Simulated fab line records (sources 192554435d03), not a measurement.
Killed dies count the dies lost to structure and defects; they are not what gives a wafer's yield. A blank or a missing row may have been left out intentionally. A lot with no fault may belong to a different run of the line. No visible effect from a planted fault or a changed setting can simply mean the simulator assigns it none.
Matching of chambers | flow n5_finfet | N5_FIN_SAQP_DESCUM_21 on rie_diel-03: 4 sister chambers
The step chemistry O2, time 7.9 s. 8 wafers are shown with their chamber, then 8 later ones without.

== WAFERS, EACH WITH ITS CHAMBER ==
wafer  | chamber | showerhead_plenum_p_Torr (Torr) | throttle_valve_pct (%)
L079.1 | 3       | 2.14                            | 20.61
L083.5 | 0       | 2.19                            | 20.68
L084.2 | 0       | 2.19                            | 20.68
L084.5 | 2       | 2.01                            | 20.27
L085.1 | 2       | 2.01                            | 20.27
L085.3 | 3       | 2.14                            | 20.61
L085.5 | 1       | 2.23                            | 20.00
L092.2 | 1       | 2.22                            | 20.02

== WAFERS WHOSE CHAMBER IS MISSING ==
wafer  | showerhead_plenum_p_Torr (Torr) | throttle_valve_pct (%)
L092.4 | 2.18                            | 20.71
L092.5 | 2.13                            | 20.63
L094.2 | 2.22                            | 20.03
L094.4 | 2.13                            | 20.63
L094.6 | 2.18                            | 20.73
L096.2 | 2.22                            | 20.03
L096.4 | 2.00                            | 20.32
L096.6 | 2.22                            | 20.05

== WHICH CHAMBER EACH ONE RAN IN ==
wafer  | from the rows above | in truth
L092.4 | 0                   | 0
L092.5 | 3                   | 3
L094.2 | 1                   | 1
L094.4 | 3                   | 3
L094.6 | 0                   | 0
L096.2 | 1                   | 1
L096.4 | 2                   | 2
L096.6 | 1                   | 1
Correctly placed: 8 of 8. From these rows, 0 cannot be placed. Wrongly placed: 0.
How it was worked out, from the rows above alone: a wafer's distance from a chamber is the root of the sum, over the readings, of the square of ((its reading less the chamber's mean) divided by the reading's scatter). The wafer belongs to the nearest chamber; if the next one is less than 2 further off, it can't be placed. For every chamber, the mean is computed from those of its wafers that are shown. The scatter: the root of (the sum of the squares of (reading less its chamber's mean) over the shown wafers, divided by (wafers less chambers)).
